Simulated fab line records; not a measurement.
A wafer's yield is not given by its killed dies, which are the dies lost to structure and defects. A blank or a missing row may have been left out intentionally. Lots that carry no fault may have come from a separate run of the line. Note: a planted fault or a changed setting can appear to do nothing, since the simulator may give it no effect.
Comparing a struck lot with a sound one / flow nand harc / 18 out of 1302 route steps
Sound: wafers L151.1, L151.2, L151.3. The struck wafers were L160.1, L160.2, L160.6. Last of all comes the cause.
Each step with rows lists, per side, the tool, then ch with its chambers, then its first start. Under that, the readings that differ: sound wafers / struck wafers / difference of the means / sigmas: that difference in standard deviations of wafers without a fault.
alike: readings whose means differ by less than 2 such deviations, and words and numbers that are the same on both sides. not compared: withheld readings, readings that some wafer has no value for, bounds like >300 that may hide the same value, and numbers for which the record gives no deviation and whose values overlap.
A row with sigmas, a row that says differs or no value, or rows on one side alone: a step with any of these is where the two part. Numbers that have no deviation but don't overlap get no sigmas and don't part them. A reading that every wafer of one side lacks parts them only if that side has two wafers or more.

first, 3 steps without rows for these wafers: NHARC_A_BONDPAD_HARDBAKE_10 (time 65 s); NHARC_A_BONDPAD_DESCUM_11 (chemistry O2, time 3 s); NHARC_A_BONDPAD_ETCH_34 (etches the open film in N2/H2, target depth 60 nm, overetch 18 nm, time 65.91 s).
NHARC_A_BONDPAD_ETCH_12: etches the open film in CHF3/O2, target depth 220 nm, time 110 s.
  sound on rie diel-07 ch 1,2,3; struck on rie diel-07 ch 0,1
  alike: drypump motor current A, oes product au, rf vpp V, showerhead plenum p Torr, throttle valve pct
  not compared: rf hours counter h
NHARC_A_BONDPAD_CD_MEAS_13:
  sound on cd sem-01 at day 26 17:23; struck on cd sem-01 at day 29 13:07
  alike: cd nm
NHARC_A_BONDPAD_STRIP_15: strips in O2.
  sound on rie diel-07 ch 1,2,3, day 26 17:27; struck on rie diel-07 ch 0,1,2, day 29 13:13
  alike: drypump motor current A, oes product au, rf vpp V, showerhead plenum p Torr, throttle valve pct
  not compared: rf hours counter h
NHARC_A_BONDPAD_ETCH_24: etches the open film in CF4/N2, target depth 30 nm, time 72.99 s.
  sound on rie diel-07 ch 0,1,3; struck on rie diel-07 ch 1,3
  alike: drypump motor current A, oes product au, rf vpp V, showerhead plenum p Torr, throttle valve pct
  not compared: rf hours counter h
then, 2 steps without rows for these wafers: NHARC_A_BONDPAD_STRIP_16 (strips in post etch residue remover, time 600 s); NHARC_A_BONDPAD_DEGAS_25 (time 60 s).
NHARC_A_BONDPAD_PRE_CLEAN_26: time 30 s.
  sound on pvd sputter-01; struck on pvd sputter-03
  alike: heater power w
then, 2 steps without rows for these wafers: NHARC_A_BONDPAD_PVD_17 (deposits TaN, target thk 5 nm, time 8.06 s); NHARC_A_BONDPAD_PVD_27 (deposits Cu, target thk 30 nm, time 20.49 s).
NHARC_A_BONDPAD_ECD_18: material Cu, target thk 400 nm.
  sound on ecd cu-01 ch 0,1, day 26 18:22; struck on ecd cu-02 ch 0,1, day 29 14:06
then, 1 step without rows for these wafers: NHARC_A_BONDPAD_ANNEAL_28 (time 90 s).
NHARC_A_BONDPAD_CMP_19: polishes, t overpolish 30 s, cu recess touch 16 s, target thk 169.82 nm.
  sound on cmp-04 ch 1,2,3, day 26 19:05; struck on cmp-04 ch 0,1,2, day 29 14:49
  alike: motor current A, overpolish run s, slurry filter dp kPa, slurry flow ml min
NHARC_A_BONDPAD_THK_MEAS_20: measures by xrf.
  sound on film metro-02 at day 26 19:24; struck on film metro-02 at day 29 15:08
reading=thk nm (nm); sound=170.9 169.6 169.9; struck=116.0 113.5 118.8; difference=-54.0; sigmas=-39
then, 1 step without rows for these wafers: NHARC_A_BONDPAD_SRD_21 (time 30 s, dry time 20 s).
NHARC_END_SORT_01:
  sound on prober-02 ch 0, day 27 23:29; struck on prober-01 ch 0, day 30 17:50
reading=defect limited yield (%); sound=88.2 86.6 88.2; struck=0 0 0; difference=-88; sigmas=-38
reading=killed at array; sound=78 82 77; struck=671 677 672; difference=+594; sigmas=+40
reading=killed dies; sound=80 91 80; struck=677 677 677; difference=+593; sigmas=+40
  alike: killed at other, killed at periphery, killed open, killed short

WHERE THEY PART
Earliest at NHARC_A_BONDPAD_THK_MEAS_20; latest, in this record, at NHARC_END_SORT_01.

WHY: the cause the simulator had injected
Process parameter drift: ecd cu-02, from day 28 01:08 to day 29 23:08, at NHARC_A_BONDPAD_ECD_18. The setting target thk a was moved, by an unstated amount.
